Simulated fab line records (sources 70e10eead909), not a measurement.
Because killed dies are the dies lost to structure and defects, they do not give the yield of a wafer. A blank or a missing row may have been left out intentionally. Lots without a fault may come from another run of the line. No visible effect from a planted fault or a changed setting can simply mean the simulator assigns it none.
Which of the tools did it? + flow nand harc + Sampling: 10 lots, 30 wafers, 5 of 1159 route steps

== WHAT THE GAUGES READ, wafer by wafer ==
NHARC_P_M1_CD_MEAS_16.
| lot  | measured     | on        | cd nm (nm)        |
|------|--------------|-----------|-------------------|
| L075 | day 6 15:43  | cd sem-03 | 130.3 130.8 129.9 |
| L076 | day 6 18:42  | cd sem-02 | 131.0 129.8 129.8 |
| L080 | day 7 14:41  | cd sem-02 | 130.9 129.8 129.8 |
| L082 | day 8 12:44  | cd sem-02 | 129.5 129.6 130.2 |
| L084 | day 8 18:13  | cd sem-03 | 130.0 129.3 129.2 |
| L086 | day 9 12:39  | cd sem-01 | 130.7 130.4 130.8 |
| L089 | day 10 02:07 | cd sem-02 | 129.5 130.9 130.5 |
| L091 | day 10 11:13 | cd sem-02 | 129.4 129.3 129.5 |
| L093 | day 10 16:18 | cd sem-03 | 130.0 129.9 129.5 |
| L097 | day 11 12:31 | cd sem-03 | 129.0 128.8 129.9 |

== TOOL THAT RAN EACH LOT (tool first, then ch and the chambers of the sampled wafers, then the start) ==
| lot  | NHARC_P_GATE_STRIP_108             | NHARC_P_M0_DESCUM_14               | NHARC_P_M0_ETCH_34                 | NHARC_P_M1_ETCH_35                 |
|------|------------------------------------|------------------------------------|------------------------------------|------------------------------------|
| L075 | rie diel-01 ch 0,3, day 5 01:50    | rie diel-06 ch 1,2,3, day 6 11:11  | rie diel-06 ch 1,2, day 6 11:14    | rie diel-07 ch 1,2,3, day 6 15:29  |
| L076 | rie diel-03 ch 1,2,3, day 5 14:14  | rie diel-09 ch 1,3, day 6 14:18    | rie diel-09 ch 1,3, day 6 14:26    | rie diel-07 ch 0,1,3, day 6 18:29  |
| L080 | rie diel-01 ch 0,1,2, day 6 10:07  | rie diel-06 ch 0,1,2, day 7 09:59  | rie diel-06 ch 1,2,3, day 7 10:05  | rie diel-05 ch 0,1,2, day 7 14:28  |
| L082 | rie diel-01 ch 0,2,3, day 7 03:22  | rie diel-06 ch 0,2,3, day 8 08:19  | rie diel-06 ch 0,3, day 8 08:24    | rie diel-08 ch 1,2, day 8 12:31    |
| L084 | rie diel-03 ch 0,2,3, day 7 12:23  | rie diel-09 ch 0,1,3, day 8 13:38  | rie diel-09 ch 0,1,2, day 8 13:43  | rie diel-07 ch 1,2,3, day 8 18:01  |
| L086 | rie diel-04 ch 1,2,3, day 8 03:36  | rie diel-02 ch 0,2,3, day 9 07:37  | rie diel-02 ch 0,2, day 9 07:41    | rie diel-07 ch 0,1, day 9 12:26    |
| L089 | rie diel-03 ch 0,1,2, day 8 13:43  | rie diel-09 ch 1,2,3, day 9 21:34  | rie diel-09 ch 0,1,2, day 9 21:39  | rie diel-08 ch 0,2, day 10 01:52   |
| L091 | rie diel-01 ch 0,1,3, day 9 04:35  | rie diel-06 ch 1,2,3, day 10 06:28 | rie diel-06 ch 1,2,3, day 10 06:33 | rie diel-05 ch 0,3, day 10 10:59   |
| L093 | rie diel-03 ch 0,1,2, day 9 12:21  | rie diel-02 ch 0,1,3, day 10 11:47 | rie diel-02 ch 1,2,3, day 10 11:52 | rie diel-08 ch 0,1,2, day 10 16:06 |
| L097 | rie diel-01 ch 0,2,3, day 10 06:21 | rie diel-02 ch 1,2,3, day 11 07:58 | rie diel-02 ch 0,2, day 11 08:02   | rie diel-08 ch 1,3, day 11 12:17   |
- NHARC_P_GATE_STRIP_108: strips in O2.
- NHARC_P_M0_DESCUM_14: chemistry O2, time 3 s.
- NHARC_P_M0_ETCH_34: etches the open film in N2/H2, target depth 40 nm, overetch 12 nm, time 43.94 s.
- NHARC_P_M1_ETCH_35: etches the open film in N2/H2, target depth 40 nm, overetch 12 nm, time 43.94 s.

== THE ANSWER, worked out from the rows above alone ==
Rule: the lots themselves supply what counts as usual. Put in order of their means at a reading, lots are off if they are a third of the lots or fewer, leave a main group of 4 or more, and stand apart from it by a gap of 3 or more times the standard deviation of the main group's means; of several such gaps the widest counts. The tables above print the reading to a certain number of digits; a main group whose means all agree to those digits is not used. Also off: a lot with no number at a reading for which 4 or more lots have one. Where the step has rows for the other lots, those lots are counted as sound.
No lot is off at any reading shown: from this, nothing can be told.

== WHAT HAD BEEN PUT IN BY THE SIMULATOR ==
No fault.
